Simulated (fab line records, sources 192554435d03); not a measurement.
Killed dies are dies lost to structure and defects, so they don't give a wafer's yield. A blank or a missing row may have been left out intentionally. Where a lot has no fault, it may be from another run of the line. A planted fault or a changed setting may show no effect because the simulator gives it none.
fab line records	flow n5-finfet
[record] lots = 14	wafers = 42	last-day = 18
route steps=1938 shown BEOL_M15@1785
lots with no fault: from the same line, run without faults
start-h: the number of hours between the record's first day and the start of the first shown wafer of the lot	wait-h: hours since the lot's step before	" unchanged from the row above	L1.1+2: one row covering several wafers at once	- value missing, or start not given	* or withheld: withheld	< > ~ a bound
route shown NAME@n: names a module that has steps shown in the file, with the first one's number in the route	usual: average and standard deviation across the fault-free wafers	same: alike in all rows	chamber/n: place in a boat	sites: readings site by site	_std_site: standard deviation of those values	_edge_site: outer sites' mean less inner sites'	radius-mm: for every site, how far away it sits from the centre of the wafer	mask NAME#n: copy n	behind: tool/chamber where the wafer was last shaped	hold: what put the lot on hold/how long, in hours/how the hold closed	device: the transistor (n, p or np) that didn't switch	end of line: the route-end tests of the same wafers	where a step has no rows: the recipe by itself	killed: at the first sort, the dies lost to defects and structure; wafer yield is something else	map: a wafer's dies, x killed, . not, _ none there
set.NAME: the setting that was run; set.NAME@STEP: the one run at that earlier step	model.NAME: the simulator's own value behind a step, which no gauge read
a sample of lots followed through the steps of the route, with each step as a table and each wafer as a row
services: a tool's chamber out of use, with start hour (start-h, from the record's first day; less than 0 if before it), hours out, and reason
[[steps]]
[step N5_BEOL_M15_INSPECT_12]
[recipe] mode = adi	inspect-instrument = macro
[usual] raw-defect-count = 2.2/1.3
lot.wafer	tool	chamber	start-h	wait-h	raw-defect-count
L669.3	defect-inspect-01	-	270.66	0.0	1
L669.5	"	-	"	"	3
L669.6	"	-	"	"	5
L671.3	defect-inspect-01	-	274.46	0.0	1
L671.5	"	-	"	"	2
L671.6	"	-	"	"	2
L670.1	defect-inspect-02	-	274.50	0.0	1
L670.2	"	-	"	"	2
L670.6	"	-	"	"	2
L673.1	defect-inspect-01	-	310.31	0.0	2
L673.2	"	-	"	"	2
L673.3	"	-	"	"	1
L675.4	defect-inspect-01	-	313.26	0.0	4
L675.5	"	-	"	"	1
L675.6	"	-	"	"	1
L677.1	defect-inspect-02	-	325.98	0.0	2
L677.4	"	-	"	"	1
L677.6	"	-	"	"	1
L676.3	defect-inspect-01	-	334.58	0.0	1
L676.4	"	-	"	"	3
L676.6	"	-	"	"	2
L672.2	defect-inspect-02	-	340.59	0.0	1
L672.3	"	-	"	"	2
L672.6	"	-	"	"	2
L678.2	defect-inspect-02	-	355.28	0.0	3
L678.3	"	-	"	"	4
L678.4	"	-	"	"	1
L680.1	defect-inspect-01	-	357.92	0.0	1
L680.4	"	-	"	"	2
L680.5	"	-	"	"	1
L679.1	defect-inspect-02	-	361.53	0.0	2
L679.2	"	-	"	"	2
L679.3	"	-	"	"	1
L681.1	defect-inspect-02	-	367.94	0.0	1
L681.3	"	-	"	"	0
L681.6	"	-	"	"	1
L684.2	defect-inspect-02	-	380.38	0.0	2
L684.4	"	-	"	"	2
L684.5	"	-	"	"	5
L690.2	defect-inspect-01	-	413.74	0.0	2
L690.3	"	-	"	"	3
L690.5	"	-	"	"	1
[step N5_BEOL_M15_STRIP_64]
[recipe] chemistry = O2	power-w = 600	temp-c = 60	pressure-mtorr = 30	rf-frequency-hz = 6e+07	bias-power-w = 0	overash-fraction = 0.3	o2-flow-sccm = 225
[usual] drypump-motor-current-A = 5.78/0.28	oes-product-au = 0.78/0.075	rf-vpp-V = 3.7/0.47	showerhead-plenum-p-Torr = 2.11/0.074	throttle-valve-pct = 16.63/0.24
lot.wafer	tool	chamber	start-h	wait-h	drypump-motor-current-A	oes-product-au	rf-hours-counter-h	rf-vpp-V	showerhead-plenum-p-Torr	throttle-valve-pct
L669.3	rie-diel-03	2	-	-	5.70	0.86	81	3.3	2.21	16.37
L669.5	"	2	"	"	5.72	0.85	-	3.6	2.21	16.36
L669.6	"	0	"	"	5.57	0.87	-	3.8	2.15	16.62
L671.3	rie-diel-03	0	-	-	5.61	0.86	71	3.4	2.15	16.61
L671.5	"	1	"	"	6.34	0.70	-	2.9	2.18	16.49
L671.6	"	0	"	"	5.61	0.86	-	4.0	2.15	16.62
L670.1	rie-diel-03	2	-	-	5.71	0.86	84	3.5	2.21	16.38
L670.2	"	3	"	"	5.44	0.77	149	2.8	2.01	16.80
L670.6	"	2	"	"	5.71	0.85	-	4.0	2.21	16.37
L673.1	rie-diel-06	0	-	-	6.10	0.68	239	3.5	2.05	16.77
L673.2	"	3	"	"	5.85	0.82	85	3.1	2.02	16.30
L673.3	"	2	"	"	5.82	0.72	192	3.9	2.09	16.91
L675.4	rie-diel-06	1	-	-	5.41	0.74	184	3.9	2.18	16.85
L675.5	"	3	"	"	5.86	0.82	-	4.0	2.02	16.29
L675.6	"	0	"	"	6.12	0.68	-	2.9	2.05	16.79
L677.1	rie-diel-05	2	-	-	6.10	0.68	244	4.4	1.96	16.99
L677.4	"	1	"	"	5.92	0.68	250	3.7	2.17	17.16
L677.6	"	0	"	"	5.63	0.88	-	3.3	2.12	16.15
L676.3	rie-diel-03	3	-	-	5.46	0.75	168	4.0	2.01	16.84
L676.4	"	2	"	"	5.72	0.83	101	3.2	2.21	16.40
L676.6	"	2	"	"	5.72	0.84	-	4.0	2.21	16.40
L672.2	rie-diel-03	2	-	-	5.71	0.83	103	4.3	2.20	16.41
L672.3	"	1	"	"	6.32	0.68	214	3.4	2.17	16.52
L672.6	"	3	"	"	5.47	0.75	-	3.7	2.01	16.83
L678.2	rie-diel-06	2	-	-	5.87	0.73	205	4.0	2.08	16.94
L678.3	"	0	"	"	6.12	0.67	252	3.2	2.04	16.81
L678.4	"	1	"	"	5.41	0.74	196	3.3	2.18	16.85
L680.1	rie-diel-06	0	-	-	6.09	0.68	253	3.3	2.04	16.81
L680.4	"	1	"	"	5.41	0.73	197	3.6	2.18	16.87
L680.5	"	1	"	"	5.42	0.73	-	3.4	2.18	16.88
L679.1	rie-diel-03	3	-	-	5.48	0.75	174	3.6	2.00	16.86
L679.2	"	2	"	"	5.72	0.82	108	3.7	2.20	16.42
L679.3	"	0	"	"	5.62	0.83	97	4.1	2.14	16.66
L681.1	rie-diel-06	0	-	-	6.11	0.68	256	3.7	2.04	16.81
L681.3	"	3	"	"	5.84	0.81	101	3.6	2.02	16.32
L681.6	"	2	"	"	5.84	0.72	-	3.2	2.08	16.96
L684.2	rie-diel-06	1	-	-	5.42	0.73	204	4.3	2.17	16.88
L684.4	"	2	"	"	5.83	0.72	-	4.0	2.08	16.97
L684.5	"	3	"	"	5.90	0.80	-	3.2	2.01	16.32
L690.2	rie-diel-05	3	-	-	5.63	0.81	88	3.8	2.10	16.59
L690.3	"	1	"	"	5.91	0.92	23	3.6	2.16	16.70
L690.5	"	1	"	"	5.94	0.93	-	3.5	2.16	16.69
[step N5_BEOL_M15_EXPOSE_25]
[recipe] mask-id = M15	na = 0.8	source-shape = annular	sigma-inner = 0.5	sigma-outer = 0.8	polarization = unpolarized	target-cd-nm = 400	dose-mj = 35.5
[usual] exposure-dose-mJ-cm2 = 35.48/0.04	focus-offset-nm = 0.0/0.44
lot.wafer	tool	chamber	start-h	wait-h	mask	exposure-dose-mJ-cm2	focus-offset-nm
L669.3	krf-scanner-01	0	274.77	-	M15#0	35.57	-0.3
L669.5	"	0	"	"	M15#0	35.49	0.3
L669.6	"	0	"	"	M15#0	35.48	0.0
L671.3	krf-scanner-01	0	278.61	-	M15#0	35.49	-0.5
L671.5	"	0	"	"	M15#0	35.53	0.2
L671.6	"	0	"	"	M15#0	35.50	-0.3
L670.1	krf-scanner-01	0	279.14	-	M15#0	35.45	-0.3
L670.2	"	0	"	"	M15#0	35.49	-0.5
L670.6	"	0	"	"	M15#0	35.49	-0.4
L673.1	krf-scanner-01	0	311.89	-	M15#0	35.51	-0.2
L673.2	"	0	"	"	M15#0	35.51	-0.4
L673.3	"	0	"	"	M15#0	35.49	-0.4
L675.4	krf-scanner-01	0	314.79	-	M15#0	35.50	-0.7
L675.5	"	0	"	"	M15#0	35.53	0.3
L675.6	"	0	"	"	M15#0	35.48	0.1
L677.1	krf-scanner-02	0	327.34	-	M15#0	35.43	-0.1
L677.4	"	0	"	"	M15#0	35.44	0.5
L677.6	"	0	"	"	M15#0	35.40	-0.8
L676.3	krf-scanner-01	0	335.95	-	M15#0	35.44	-0.1
L676.4	"	0	"	"	M15#0	35.42	-0.2
L676.6	"	0	"	"	M15#0	35.45	0.3
L672.2	krf-scanner-01	0	341.84	-	M15#0	35.52	-0.3
L672.3	"	0	"	"	M15#0	35.47	0.1
L672.6	"	0	"	"	M15#0	35.53	0.3
L678.2	krf-scanner-01	0	356.52	-	M15#0	35.50	-0.3
L678.3	"	0	"	"	M15#0	35.52	0.3
L678.4	"	0	"	"	M15#0	35.52	-0.3
L680.1	krf-scanner-01	0	359.16	-	M15#0	35.44	0.2
L680.4	"	0	"	"	M15#0	35.46	-0.5
L680.5	"	0	"	"	M15#0	35.46	0.3
L679.1	krf-scanner-01	-	362.77	-	M15#0	-	-
L679.2	"	-	"	"	M15#0	-	-
L679.3	"	-	"	"	M15#0	-	-
L681.1	krf-scanner-01	-	369.18	-	M15#0	-	-
L681.3	"	-	"	"	M15#0	-	-
L681.6	"	-	"	"	M15#0	-	-
L684.2	krf-scanner-01	0	381.75	-	M15#0	35.42	-0.6
L684.4	"	0	"	"	M15#0	35.46	-0.7
L684.5	"	0	"	"	M15#0	35.48	0.1
L690.2	krf-scanner-02	0	415.42	-	M15#0	35.41	0.2
L690.3	"	0	"	"	M15#0	35.37	-0.7
L690.5	"	0	"	"	M15#0	35.44	0.0
[step N5_BEOL_M15_ETCH_61]
[recipe] chemistry = N2/H2	target = BARC	target-depth-a = 890	overetch-a = 267	time-s = 67.9	ion-energy-ev = 200	pressure-mtorr = 30	source-w = 840	bias-w = 150	n2-flow-sccm = 200	h2-flow-sccm = 200
[usual] drypump-motor-current-A = 5.78/0.26	h2-flow-sccm = 199.8/0.63	oes-product-au = 0.69/0.064	rf-vpp-V = 524.7/2.4	showerhead-plenum-p-Torr = 2.58/0.082	throttle-valve-pct = 17.84/0.28
lot.wafer	tool	chamber	start-h	wait-h	drypump-motor-current-A	h2-flow-sccm	oes-product-au	rf-hours-counter-h	rf-vpp-V	showerhead-plenum-p-Torr	throttle-valve-pct
L669.3	rie-diel-03	3	279.95	0.0	5.46	199.3	0.65	150	519.5	2.46	18.18
L669.5	"	3	"	"	5.46	199.1	0.65	-	521.0	2.46	18.20
L669.6	"	0	"	"	5.62	199.4	0.72	-	524.6	2.59	17.99
L671.3	rie-diel-03	2	282.18	0.0	5.72	198.7	0.71	86	527.4	2.68	17.52
L671.5	"	1	"	"	6.33	201.1	0.61	-	526.4	2.63	17.64
L671.6	"	0	"	"	5.63	201.2	0.72	-	525.5	2.59	17.99
L670.1	rie-diel-03	0	282.42	0.0	5.63	199.0	0.72	73	524.6	2.59	17.98
L670.2	"	1	"	"	6.37	199.3	0.61	197	525.5	2.63	17.64
L670.6	"	0	"	"	5.59	199.4	0.72	-	525.3	2.59	17.98
L673.1	rie-diel-05	2	312.18	0.0	6.04	199.9	0.58	239	520.9	2.42	18.31
L673.2	"	3	"	"	5.62	198.8	0.72	59	526.0	2.57	17.74
L673.3	"	0	"	"	5.65	199.5	0.75	42	525.1	2.59	17.43
L675.4	rie-diel-05	3	315.10	0.0	5.65	199.8	0.71	-	524.1	2.57	17.77
L675.5	"	2	"	"	6.03	199.4	0.58	-	521.1	2.41	18.31
L675.6	"	0	"	"	5.66	200.0	0.73	-	523.6	2.59	17.43
L677.1	rie-diel-03	0	327.63	0.0	5.61	199.9	0.71	88	525.0	2.59	18.02
L677.4	"	3	"	"	5.46	200.8	0.65	166	520.7	2.45	18.22
L677.6	"	0	"	"	5.60	201.3	0.71	-	525.5	2.59	18.02
L676.3	rie-diel-03	3	336.43	0.0	5.44	200.1	0.65	168	520.1	2.45	18.21
L676.4	"	2	"	"	5.71	199.5	0.69	102	528.0	2.67	17.56
L676.6	"	3	"	"	5.45	200.0	0.64	-	521.0	2.45	18.22
L672.2	rie-diel-05	3	342.12	0.0	5.64	199.8	0.71	66	525.1	2.56	17.74
L672.3	"	2	"	"	6.05	198.9	0.57	246	518.6	2.41	18.30
L672.6	"	2	"	"	6.06	198.7	0.57	-	519.8	2.41	18.30
L678.2	rie-diel-05	1	356.81	0.0	5.91	199.4	0.82	4	524.8	2.61	17.80
L678.3	"	0	"	"	5.64	200.0	0.73	55	525.4	2.58	17.46
L678.4	"	0	"	"	5.62	200.5	0.72	-	526.2	2.58	17.44
L680.1	rie-diel-03	0	359.45	0.0	5.60	200.2	0.70	96	525.2	2.59	18.03
L680.4	"	1	"	"	6.38	200.4	0.59	218	526.2	2.62	17.67
L680.5	"	2	"	"	5.70	199.9	0.69	-	527.1	2.67	17.56
L679.1	rie-diel-03	2	363.06	0.0	5.71	199.7	0.70	108	526.8	2.67	17.59
L679.2	"	3	"	"	5.47	199.8	0.64	175	520.6	2.45	18.25
L679.3	"	0	"	"	5.64	199.0	0.70	97	525.8	2.58	18.03
L681.1	rie-diel-06	2	369.48	0.0	5.84	199.8	0.60	209	524.8	2.53	18.24
L681.3	"	3	"	"	5.86	200.2	0.69	102	519.8	2.45	17.44
L681.6	"	3	"	"	5.87	200.8	0.68	-	519.7	2.45	17.41
L684.2	rie-diel-06	2	382.04	0.0	5.85	200.0	0.61	213	523.5	2.52	18.26
L684.4	"	2	"	"	5.84	198.8	0.61	-	522.3	2.52	18.26
L684.5	"	3	"	"	5.85	199.6	0.68	-	522.6	2.44	17.43
L690.2	rie-diel-05	1	415.98	0.0	5.92	200.1	0.77	24	525.0	2.60	17.85
L690.3	"	0	"	"	5.63	199.8	0.71	75	525.5	2.57	17.50
L690.5	"	1	"	"	5.93	200.0	0.77	-	524.8	2.60	17.85
[[services]]
tool	chamber	start-h	hours	kind
rie-diel-06	2	252.13	10.8	repair
rie-diel-06	0	256.55	7.3	repair
rie-diel-06	1	257.61	3.4	repair
rie-diel-03	1	264.32	8.9	repair
rie-diel-05	-	264.84	14.6	pm
krf-scanner-02	-	272.34	7.9	repair
krf-scanner-01	0	273.15	-	calibration
krf-scanner-02	-	287.92	0.5	repair
krf-scanner-01	-	288.40	1.3	pm
rie-diel-06	3	291.33	1.9	repair
rie-diel-05	1	312.03	4.2	repair
krf-scanner-02	-	314.28	0.6	repair
krf-scanner-02	-	319.73	0.2	repair
rie-diel-05	-	329.63	7.5	repair
krf-scanner-01	-	332.65	0.8	pm
krf-scanner-01	-	352.06	1.0	pm
krf-scanner-02	-	358.72	1.0	pm
rie-diel-05	3	365.69	3.9	repair
krf-scanner-02	-	366.64	1.3	pm
rie-diel-06	0	369.06	18.3	repair
krf-scanner-02	-	394.74	1.2	repair
krf-scanner-02	-	400.79	0.8	pm
krf-scanner-02	-	402.51	7.2	pm
rie-diel-06	0	414.97	6.0	repair
[[key]]
[first-sign] step = N5_BEOL_M15_EXPOSE_25	reading = tool-record	direction = missing
effect none on later readings
met-at N5_BEOL_M15_EXPOSE_25
struck-lots L679,L681
later-rows-left-out L679.1,L679.2,L679.3,L681.1,L681.3,L681.6
sort-left-out L679.1,L679.2,L679.3,L681.1,L681.3,L681.6
not-acting-at N5_BEOL_M15_INSPECT_12,N5_BEOL_M15_STRIP_64,N5_BEOL_M15_ETCH_61
onset-between 359.16 362.77
[fault] kind = skipped-step-whole	tool = krf-scanner-01	chamber = -	onset-h = 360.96	steps = N5_BEOL_M15_EXPOSE_25	scope = struck-lots-only
// sort-left-out: the simulated sort isn't trusted on such a fault, so these wafers' sort isn't shown, and their yield isn't known
// later-rows-left-out: the simulator's readings of these wafers behind a module that went badly wrong aren't trusted and aren't shown, but for the sort
